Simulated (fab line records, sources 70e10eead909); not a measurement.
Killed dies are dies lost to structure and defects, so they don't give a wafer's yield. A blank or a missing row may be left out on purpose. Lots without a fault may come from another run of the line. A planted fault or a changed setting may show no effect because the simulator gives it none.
fab line records | flow nand_harc | part 1 of 2: steps 1 to 23 of 34
record lots=5 wafers=15 last_day=25
route steps=1159 shown P_BONDPAD@366 A_START@389 A_ZERO_WELL@390
lots that met no fault: from a run of the same line without faults
start_h: hours from the record's first day to the start of the lot's first wafer shown | wait_h: hours since the lot's step before | " the same as in the row above | L1.1+2: a row that stands for several wafers | - no value, or no start given | * or withheld: withheld | < > ~ a bound
route shown NAME@n: a module of which the file shows steps, and the number in the route of the first | usual: mean/standard deviation of fault-free wafers | same: alike in all rows | chamber/n: place in a boat | sites: the reading at each site | _std_site: their standard deviation | _edge_site: outer sites' mean less inner sites' | radius_mm: how far each site lies from the wafer's centre | mask NAME#n: copy n | behind: the tool/chamber that last shaped the wafer | hold: why the lot was held/for how many hours/how that ended | device: the transistor (n, p or np) that didn't switch | end of line: the same wafers' tests at the end of the route | a step without rows: its recipe alone | killed: dies lost to structure and defects at the first sort, not the wafer's yield | map: a wafer's dies, x killed, . not, _ none there
set.NAME: the setting as run; set.NAME@STEP: as run at that earlier step | model.NAME: the simulator's own value behind a step, which no gauge read
lots at some steps of the route; a table a step, a row a wafer
services: from which hour (start_h, from the record's first day; less than 0 if before it) a tool's chamber was out of use, for how many hours, and why
## steps
# step NHARC_P_BONDPAD_HARDBAKE_10
# recipe temp_c=118 time_s=65
# usual chill_plate_temp_C=23.01/0.11 heater_power_total_W=195.7/0.36
# columns lot.wafer tool chamber start_h wait_h chill_plate_temp_C heater_power_total_W
L076.1 litho_track-05 0 145.32 0.0 23.12 195.0
L076.3 " 0 " " 23.16 196.2
L076.5 " 0 " " 23.11 196.0
L084.3 litho_track-03 0 193.06 0.1 23.09 196.1
L084.4 " 0 " " 23.09 195.5
L084.5 " 0 " " 23.04 195.9
L086.2 litho_track-05 0 213.18 0.0 23.00 195.9
L086.3 " 0 " " 23.04 195.5
L086.5 " 0 " " 22.92 195.2
L092.2 litho_track-07 0 241.14 0.0 22.90 195.5
L092.4 " 0 " " 22.92 195.7
L092.5 " 0 " " 22.90 196.0
L097.1 litho_track-07 0 265.64 0.0 23.29 195.9
L097.4 " 0 " " 23.26 195.2
L097.6 " 0 " " 23.20 196.1
# step NHARC_P_BONDPAD_DESCUM_11
# recipe time_s=3 o2_flow_sccm=200 ar_flow_sccm=0 bias_power_w=0 chemistry=O2
# usual drypump_motor_current_A=5.96/0.29 oes_product_au=1.005/0.01 rf_vpp_V=57.8/0.85 showerhead_plenum_p_Torr=1.95/0.072 throttle_valve_pct=11.311/0.01
# columns lot.wafer tool chamber start_h wait_h drypump_motor_current_A oes_product_au rf_hours_counter_h rf_vpp_V showerhead_plenum_p_Torr throttle_valve_pct
L076.3 rie_diel-08 1 145.40 - 6.35 0.988 1 59.5 1.99 11.305
L076.1 " 3 " " 5.67 0.997 1 56.0 1.84 11.305
L076.5 " 1 " " 6.34 0.991 - 59.4 1.99 11.322
L084.3 rie_diel-08 2 193.15 - 5.97 1.014 5 57.3 2.02 11.321
L084.4 " 3 " " 5.66 1.014 5 59.1 1.84 11.336
L084.5 " 0 " " 5.95 1.007 - 57.6 1.90 11.303
L086.3 rie_diel-06 3 213.25 - 5.73 1.003 56 57.1 1.96 11.299
L086.2 " 2 " " 6.46 1.019 55 59.0 1.96 11.320
L086.5 " 3 " " 5.74 0.991 - 57.4 1.96 11.317
L092.4 rie_diel-08 3 241.21 - 5.64 1.003 10 57.3 1.84 11.297
L092.2 " 1 " " 6.33 1.007 10 56.7 1.99 11.308
L092.5 " 0 " " 5.88 0.999 - 58.5 1.90 11.316
L097.1 rie_diel-08 1 265.73 - 6.34 1.006 13 57.1 1.99 11.300
L097.4 " 2 " " 5.97 1.005 13 57.7 2.02 11.299
L097.6 " 3 " " 5.67 1.007 - 56.1 1.84 11.309
# step NHARC_P_BONDPAD_ETCH_37
# recipe target_depth_a=600 overetch_a=180 time_s=65.91 ion_energy_ev=200 n2_flow_sccm=150 h2_flow_sccm=150 ar_flow_sccm=0 rf_w=400 bias_w=150 chemistry=N2/H2
# usual drypump_motor_current_A=5.98/0.28 oes_product_au=1.005/0.0094 rf_vpp_V=431.6/2.2 showerhead_plenum_p_Torr=2.08/0.078 throttle_valve_pct=14.172/0.0095
# columns lot.wafer tool chamber start_h wait_h drypump_motor_current_A oes_product_au rf_hours_counter_h rf_vpp_V showerhead_plenum_p_Torr throttle_valve_pct
L076.3 rie_diel-08 3 145.49 0.1 5.67 0.998 1 428.4 1.96 14.181
L076.1 " 0 " " 5.89 0.991 1 430.6 2.03 14.181
L076.5 " 2 " " 5.95 1.012 - 434.7 2.16 14.182
L084.3 rie_diel-08 1 193.26 0.1 6.34 0.997 4 431.8 2.12 14.190
L084.4 " 3 " " 5.62 1.010 5 429.5 1.96 14.179
L084.5 " 1 " " 6.35 0.996 - 433.5 2.12 14.170
L086.3 rie_diel-06 3 213.35 0.1 5.71 1.016 56 432.1 2.09 14.176
L086.2 " 0 " " 6.35 1.011 51 428.8 1.94 14.166
L086.5 " 2 " " 6.42 1.022 - 432.6 2.09 14.172
L092.2 rie_diel-08 0 241.31 0.1 5.90 0.995 10 429.7 2.03 14.189
L092.4 " 1 " " 6.34 0.993 10 433.3 2.12 14.173
L092.5 " 3 " " 5.66 1.004 - 427.6 1.96 14.173
L097.1 rie_diel-08 3 265.81 0.1 5.69 1.002 13 428.0 1.96 14.180
L097.4 " 1 " " 6.34 0.999 13 433.4 2.12 14.175
L097.6 " 3 " " 5.68 1.014 - 428.5 1.96 14.188
# step NHARC_P_BONDPAD_ETCH_12
# recipe target_depth_a=2000 time_s=100 chf3_flow_sccm=50 o2_flow_sccm=10 ar_flow_sccm=200 rf_w=500 bias_w=200 chemistry=CHF3/O2
# usual chf3_flow_sccm=50.02/0.13 drypump_motor_current_A=5.97/0.28 oes_product_au=0.949/0.024 rf_vpp_V=371.4/2.1 showerhead_plenum_p_Torr=2.44/0.085 throttle_valve_pct=20.573/0.0083
# columns lot.wafer tool chamber start_h wait_h chf3_flow_sccm drypump_motor_current_A oes_product_au rf_hours_counter_h rf_vpp_V showerhead_plenum_p_Torr throttle_valve_pct
L076.3 rie_diel-08 2 - - 49.89 5.98 0.975 1 373.5 2.54 20.571
L076.1 " 0 " " 49.87 5.92 0.993 1 370.7 2.39 20.579
L076.5 " 1 " " 50.11 6.32 0.948 - 372.5 2.49 20.580
L084.4 rie_diel-08 3 - - 49.90 5.65 0.943 5 367.9 2.32 20.580
L084.3 " 0 " " 50.07 5.90 0.935 5 370.5 2.39 20.572
L084.5 " 1 " " 49.83 6.35 0.933 - 371.9 2.49 20.571
L086.3 rie_diel-06 1 - - 50.08 6.23 0.975 50 369.9 2.40 20.576
L086.2 " 0 " " 50.16 6.36 0.979 51 367.9 2.30 20.574
L086.5 " 1 " " 50.13 6.24 0.969 - 371.4 2.40 20.587
L092.4 rie_diel-08 2 - - 50.07 5.95 0.977 10 373.7 2.53 20.569
L092.2 " 3 " " 50.03 5.60 0.959 10 368.1 2.32 20.582
L092.5 " 1 " " 50.05 6.34 0.984 - 373.1 2.49 20.566
L097.1 rie_diel-08 3 - - 49.87 5.61 0.933 13 369.3 2.31 20.587
L097.4 " 1 " " 50.10 6.33 0.921 13 373.5 2.49 20.572
L097.6 " 2 " " 49.84 5.95 0.926 - 372.9 2.53 20.560
# step NHARC_P_BONDPAD_CD_MEAS_13
# usual cd_nm=499.3/2.4
# columns lot.wafer tool chamber start_h wait_h cd_nm
L076.1 cd_sem-01 - 145.71 - 499.0
L076.3 " - " " 500.4
L076.5 " - " " 500.9
L084.3 cd_sem-03 - 193.49 - 499.0
L084.4 " - " " 497.9
L084.5 " - " " 495.7
L086.2 cd_sem-03 - 213.57 - 501.8
L086.3 " - " " 502.5
L086.5 " - " " 502.2
L092.2 cd_sem-03 - 241.53 - 500.0
L092.4 " - " " 499.0
L092.5 " - " " 500.5
L097.1 cd_sem-03 - 266.03 - 499.5
L097.4 " - " " 498.3
L097.6 " - " " 497.2
# step NHARC_P_BONDPAD_STRIP_15
# recipe o2_flow_sccm=500 ar_flow_sccm=0 bias_w=0 chemistry=O2
# usual drypump_motor_current_A=6.04/0.27 oes_product_au=1.004/0.0085 rf_vpp_V=58.0/0.94 showerhead_plenum_p_Torr=3.56/0.12 throttle_valve_pct=17.036/0.0094
# columns lot.wafer tool chamber start_h wait_h drypump_motor_current_A oes_product_au rf_hours_counter_h rf_vpp_V showerhead_plenum_p_Torr throttle_valve_pct
L076.1 rie_diel-06 3 145.78 0.1 5.75 1.005 31 57.9 3.63 17.040
L076.3 " 2 " " 6.44 1.014 31 58.9 3.62 17.022
L076.5 " 3 " " 5.73 0.997 - 58.6 3.63 17.030
L084.3 rie_diel-08 1 193.58 0.1 6.35 0.999 4 57.8 3.66 17.055
L084.4 " 3 " " 5.65 1.011 5 57.4 3.41 17.028
L084.5 " 0 " " 5.95 1.007 - 58.4 3.51 17.042
L086.2 rie_diel-06 1 213.67 0.1 6.25 0.991 51 59.0 3.52 17.034
L086.3 " 2 " " 6.45 1.015 55 55.8 3.60 17.048
L086.5 " 0 " " 6.38 1.008 - 57.3 3.38 17.041
L092.2 rie_diel-08 0 241.62 0.1 5.93 1.007 11 57.3 3.51 17.046
L092.4 " 2 " " 6.01 1.010 11 58.5 3.71 17.034
L092.5 " 0 " " 5.85 1.016 - 56.9 3.51 17.031
L097.1 rie_diel-08 1 266.12 0.1 6.36 0.986 13 59.0 3.65 17.028
L097.4 " 0 " " 5.93 0.994 13 57.1 3.51 17.024
L097.6 " 2 " " 5.96 1.003 - 58.4 3.71 17.061
# step NHARC_P_BONDPAD_ETCH_24
# recipe target_depth_a=300 over_etch_frac=0.3 time_s=72.99 ion_energy_ev=150 cf4_flow_sccm=50 n2_flow_sccm=100 ar_flow_sccm=150 rf_w=300 bias_w=100 chemistry=CF4/N2
# usual drypump_motor_current_A=6.02/0.28 oes_product_au=1.004/0.0086 rf_vpp_V=314.6/1.7 showerhead_plenum_p_Torr=2.65/0.089 throttle_valve_pct=19.796/0.0082
# same over_etch_frac=0.3
# columns lot.wafer tool chamber start_h wait_h drypump_motor_current_A oes_product_au rf_hours_counter_h rf_vpp_V showerhead_plenum_p_Torr throttle_valve_pct
L076.3 rie_diel-06 0 - - 6.35 1.004 24 311.6 2.52 19.800
L076.1 " 1 " " 6.24 1.006 29 314.0 2.63 19.794
L076.5 " 2 " " 6.44 1.003 - 314.6 2.69 19.809
L084.4 rie_diel-08 1 - - 6.36 1.005 5 317.3 2.72 19.803
L084.3 " 2 " " 5.94 1.006 5 317.5 2.77 19.803
L084.5 " 3 " " 5.67 0.998 - 313.5 2.53 19.784
L086.2 rie_diel-06 3 - - 5.72 0.998 56 317.1 2.69 19.793
L086.3 " 0 " " 6.39 1.004 51 313.5 2.51 19.803
L086.5 " 3 " " 5.72 1.006 - 315.1 2.69 19.799
L092.2 rie_diel-08 1 - - 6.34 1.005 11 314.9 2.72 19.799
L092.4 " 2 " " 5.98 1.016 11 316.0 2.77 19.792
L092.5 " 0 " " 5.92 0.996 - 312.8 2.61 19.784
L097.4 rie_diel-08 3 - - 5.69 1.000 13 312.3 2.53 19.784
L097.1 " 0 " " 5.94 1.007 13 314.6 2.61 19.800
L097.6 " 3 " " 5.64 0.995 - 313.1 2.53 19.807
# step NHARC_P_BONDPAD_STRIP_16
# recipe time_s=600 temp_c=30 chemistry=post_etch_residue_remover
# columns lot.wafer tool chamber start_h wait_h
L076.3+5+1 wet_bench-08 1,2,4 146.08 -
L084.3+4+5 wet_bench-08 0,2,3 193.85 -
L086.5+3+2 wet_bench-08 2,4,6 213.92 -
L092.4+5+2 wet_bench-10 6,0,2 241.88 -
L097.4+6+1 wet_bench-10 4,5,6 266.40 -
# step NHARC_P_BONDPAD_DEGAS_25
# recipe temp_c=300 time_s=60
# usual heater_power_w=477/47
# columns lot.wafer tool chamber start_h wait_h heater_power_w
L076.1 pvd_sputter-03 - 146.34 - 438
L076.3 " - " " 472
L076.5 " - " " 439
L084.3 pvd_sputter-01 - 194.12 - 443
L084.4 " - " " 555
L084.5 " - " " 523
L086.3 pvd_sputter-03 - 214.19 - 451
L086.2 " - " " 469
L086.5 " - " " 457
L092.4 pvd_sputter-02 - 242.15 - 485
L092.2 " - " " 480
L092.5 " - " " 512
L097.4 pvd_sputter-03 - 266.67 - 563
L097.1 " - " " 467
L097.6 " - " " 442
# step NHARC_P_BONDPAD_PRE_CLEAN_26
# recipe time_s=30 temp_c=280 gas=H2/He
# usual heater_power_w=418/39
# columns lot.wafer tool chamber start_h wait_h heater_power_w
L076.3 pvd_sputter-03 - - - 389
L076.1 " - " " 408
L076.5 " - " " 399
L084.3 pvd_sputter-01 - - - 493
L084.4 " - " " 353
L084.5 " - " " 483
L086.3 pvd_sputter-03 - - - 411
L086.2 " - " " 484
L086.5 " - " " 387
L092.2 pvd_sputter-02 - - - 388
L092.4 " - " " 408
L092.5 " - " " 394
L097.1 pvd_sputter-03 - - - 413
L097.4 " - " " 486
L097.6 " - " " 424
# step NHARC_P_BONDPAD_PVD_17
# recipe target_thk_a=50 bias_v=168.6 power_w=15000 chamber_pressure_pa=0.12 time_s=8.06 substrate_temp_c=50 material=TaN
# usual throttle_valve_pct=30.2/0.78
# columns lot.wafer tool chamber start_h wait_h throttle_valve_pct
L076.3 pvd_sputter-03 - - - 30.3
L076.1 " - " " 29.4
L076.5 " - " " 31.0
L084.4 pvd_sputter-01 - - - 30.6
L084.3 " - " " 28.3
L084.5 " - " " 30.9
L086.2 pvd_sputter-03 - - - 29.5
L086.3 " - " " 31.3
L086.5 " - " " 30.2
L092.2 pvd_sputter-02 - - - 30.7
L092.4 " - " " 29.8
L092.5 " - " " 30.4
L097.1 pvd_sputter-03 - - - 31.0
L097.4 " - " " 29.5
L097.6 " - " " 30.2
# step NHARC_P_BONDPAD_PVD_27
# recipe target_thk_a=300 chamber_pressure_pa=5 power_w=5000 substrate_temp_c=30 time_s=20.49 material=Cu
# usual throttle_valve_pct=30.2/0.8
# columns lot.wafer tool chamber start_h wait_h throttle_valve_pct
L076.3 pvd_sputter-03 - - - 29.4
L076.1 " - " " 31.3
L076.5 " - " " 29.8
L084.3 pvd_sputter-01 - - - 30.7
L084.4 " - " " 30.3
L084.5 " - " " 30.8
L086.3 pvd_sputter-03 - - - 30.1
L086.2 " - " " 31.3
L086.5 " - " " 29.4
L092.2 pvd_sputter-02 - - - 29.8
L092.4 " - " " 29.1
L092.5 " - " " 29.6
L097.1 pvd_sputter-03 - - - 29.6
L097.4 " - " " 30.8
L097.6 " - " " 29.5
# step NHARC_P_BONDPAD_ECD_18
# recipe target_thk_a=4000 bath_temp_c=25 material=Cu
# columns lot.wafer tool chamber start_h wait_h
L076.1+3+5 ecd_cu-02 0,1,1 146.75 -
L084.3+4+5 ecd_cu-01 1,0,0 194.57 -
L086.2+3+5 ecd_cu-01 1 214.61 -
L092.2+4+5 ecd_cu-01 1,0,1 242.51 -
L097.1+4+6 ecd_cu-02 0 267.08 -
# step NHARC_P_BONDPAD_ANNEAL_28
# recipe temp_c=225 time_s=90
# usual wafer_temp_C_max=225.77/0.24
# columns lot.wafer tool chamber start_h wait_h wafer_temp_C_max
L076.1 rtp_anneal-01 0 147.08 0.3 226.09
L076.3 " 0 " " 225.75
L076.5 " 0 " " 225.49
L084.3 rtp_anneal-01 0 194.95 0.3 226.07
L084.4 " 0 " " 225.79
L084.5 " 0 " " 225.92
L086.2 rtp_anneal-02 0 214.99 - 225.41
L086.3 " 0 " " 225.63
L086.5 " 0 " " 225.68
L092.2 rtp_anneal-01 0 242.94 - 225.65
L092.4 " 0 " " 226.12
L092.5 " 0 " " 225.86
L097.1 rtp_anneal-01 0 267.41 0.3 225.92
L097.4 " 0 " " 226.10
L097.6 " 0 " " 225.69
# step NHARC_P_BONDPAD_CMP_19
# recipe t_overpolish_s=30 cu_recess_touch_s=16 target_thk_nm=160.81
# usual motor_current_A=12.1/1.3 overpolish_run_s=30.001/0.0093
# columns lot.wafer tool chamber start_h wait_h motor_current_A overpolish_run_s
L076.3 cmp-04 3 147.46 - 13.0 29.990
L076.1 " 0 " " 10.0 29.991
L076.5 " 2 " " 12.7 29.999
L084.4 cmp-01 3 195.19 - 10.1 30.019
L084.3 " 1 " " 11.6 30.013
L084.5 " 3 " " 10.7 30.004
L086.2 cmp-01 3 215.29 - 10.1 29.981
L086.3 " 0 " " 12.3 29.998
L086.5 " 3 " " 10.5 30.009
L092.2 cmp-04 1 243.23 - 10.9 30.003
L092.4 " 0 " " 10.3 30.003
L092.5 " 1 " " 10.8 29.990
L097.4 cmp-04 0 267.78 - 11.2 30.010
L097.1 " 2 " " 13.4 29.997
L097.6 " 1 " " 11.2 30.008
# step NHARC_P_BONDPAD_THK_MEAS_20
# recipe thk_meas_gauge=xrf
# usual thk_nm=160.9/1.6
# columns lot.wafer tool chamber start_h wait_h thk_nm
L076.1 film_metro-01 - 147.75 - 160.4
L076.3 " - " " 160.3
L076.5 " - " " 160.8
L084.3 film_metro-01 - 195.51 - 161.8
L084.4 " - " " 161.5
L084.5 " - " " 161.1
L086.2 film_metro-02 - 215.61 - 161.5
L086.3 " - " " 161.2
L086.5 " - " " 161.1
L092.2 film_metro-01 - 243.55 - 159.9
L092.4 " - " " 158.9
L092.5 " - " " 160.1
L097.1 film_metro-02 - 268.10 - 160.4
L097.4 " - " " 160.5
L097.6 " - " " 159.0
# step NHARC_P_BONDPAD_SRD_21
# recipe time_s=30 temp_c=23 dry_time_s=20 spin_rpm=1500
# columns lot.wafer tool chamber start_h wait_h
L076.3+5+1 wet_bench-08 7,0,2 147.79 0.0
L084.4+3+5 wet_bench-08 1,4,6 195.55 0.0
L086.5+3+2 wet_bench-10 5,6,0 215.66 0.0
L092.5+4+2 wet_bench-10 3,5,0 243.59 0.0
L097.1+6+4 wet_bench-10 0,2,3 268.15 0.0
# step NHARC_P_BONDPAD_INSPECT_23
# usual raw_defect_count=320/110
# columns lot.wafer tool chamber start_h wait_h raw_defect_count
L076.1 defect_inspect-01 - 147.98 0.0 290
L076.3 " - " " 275
L076.5 " - " " 291
L084.3 defect_inspect-01 - 195.72 0.0 322
L084.4 " - " " 268
L084.5 " - " " 254
L086.2 defect_inspect-01 - 215.81 0.0 267
L086.3 " - " " 341
L086.5 " - " " 367
L092.2 defect_inspect-01 - 243.76 0.0 475
L092.4 " - " " 411
L092.5 " - " " 528
L097.1 defect_inspect-02 - 268.31 0.0 193
L097.4 " - " " 225
L097.6 " - " " 281
# step NHARC_P_BONDPAD_ACTIVATE_29
# recipe time_s=60 n2_flow_sccm=200 ar_flow_sccm=0 bias_power_w=0 chemistry=N2
# usual drypump_motor_current_A=6.00/0.29 oes_product_au=1.004/0.01 rf_vpp_V=64.2/0.89 showerhead_plenum_p_Torr=1.79/0.066
# columns lot.wafer tool chamber start_h wait_h drypump_motor_current_A oes_product_au rf_hours_counter_h rf_vpp_V showerhead_plenum_p_Torr
L076.3 rie_diel-08 3 148.05 0.1 5.66 1.008 1 63.6 1.70
L076.1 " 0 " " 5.90 1.004 1 64.6 1.76
L076.5 " 2 " " 5.97 1.018 - 65.3 1.87
L084.4 rie_diel-08 2 195.78 0.1 5.96 1.014 5 65.0 1.87
L084.3 " 1 " " 6.33 1.004 5 65.9 1.84
L084.5 " 3 " " 5.64 0.998 - 64.1 1.70
L086.2 rie_diel-07 1 215.89 0.1 5.42 1.006 63 63.4 1.75
L086.3 " 2 " " 6.03 1.014 61 65.2 1.90
L086.5 " 1 " " 5.43 0.988 - 64.7 1.75
L092.2 rie_diel-08 3 243.82 0.1 5.63 1.002 11 63.7 1.70
L092.4 " 0 " " 5.90 1.011 11 63.7 1.76
L092.5 " 3 " " 5.64 0.998 - 64.9 1.70
L097.1 rie_diel-06 2 268.39 0.1 6.39 0.983 7 63.2 1.80
L097.4 " 3 " " 5.72 0.993 7 64.4 1.81
L097.6 " 2 " " 6.41 0.982 - 62.6 1.80
# step NHARC_P_BONDPAD_PRECLEAN_30
# recipe time_s=300 temp_c=23 chemistry=DIW
# columns lot.wafer tool chamber start_h wait_h
L076.5+3+1 wet_bench-10 3,5,6 148.22 0.1
L084.5+3+4 wet_bench-10 1,2,3 195.93 0.1
L086.3+5+2 wet_bench-08 3,4,6 216.06 0.1
L092.4+5+2 wet_bench-08 5,7,1 243.99 0.1
L097.1+6+4 wet_bench-08 0,1,2 268.57 0.2
# step NHARC_P_BONDPAD_SRD_31
# recipe time_s=30 temp_c=23 dry_time_s=20 spin_rpm=1500
# columns lot.wafer tool chamber start_h wait_h
L076.5+3+1 wet_bench-10 3,5,6 - -
L084.5+3+4 wet_bench-10 1,2,3 - -
L086.3+5+2 wet_bench-08 3,4,6 - -
L092.4+5+2 wet_bench-08 5,7,1 - -
L097.1+6+4 wet_bench-08 0,1,2 - -
# step NHARC_A_START_INSPECT_01
# usual raw_defect_count=3.3/1.9
# columns lot.wafer tool chamber start_h wait_h raw_defect_count
L076.1 defect_inspect-02 - 148.46 - 5
L076.3 " - " " 3
L076.5 " - " " 4
L084.3 defect_inspect-02 - 196.20 - 2
L084.4 " - " " 0
L084.5 " - " " 5
L086.2 defect_inspect-02 - 216.29 - 4
L086.3 " - " " 7
L086.5 " - " " 2
L092.2 defect_inspect-01 - 244.23 - 2
L092.4 " - " " 4
L092.5 " - " " 3
L097.1 defect_inspect-01 - 268.79 - 6
L097.4 " - " " 6
L097.6 " - " " 5
# step NHARC_A_ZERO_WELL_PRECLEAN_00
# recipe time_s=600 temp_c=120 chemistry=SPM
# columns lot.wafer tool chamber start_h wait_h
L076.5+1+3 wet_bench-01 0,1,2 148.55 0.1
L084.4+3+5 wet_bench-01 2,4,5 196.29 0.1
L086.5+3+2 wet_bench-03 1,2,3 216.38 0.1
L092.2+5+4 wet_bench-03 2,4,6 244.33 0.1
L097.1+6+4 wet_bench-01 6,0,2 268.89 0.1
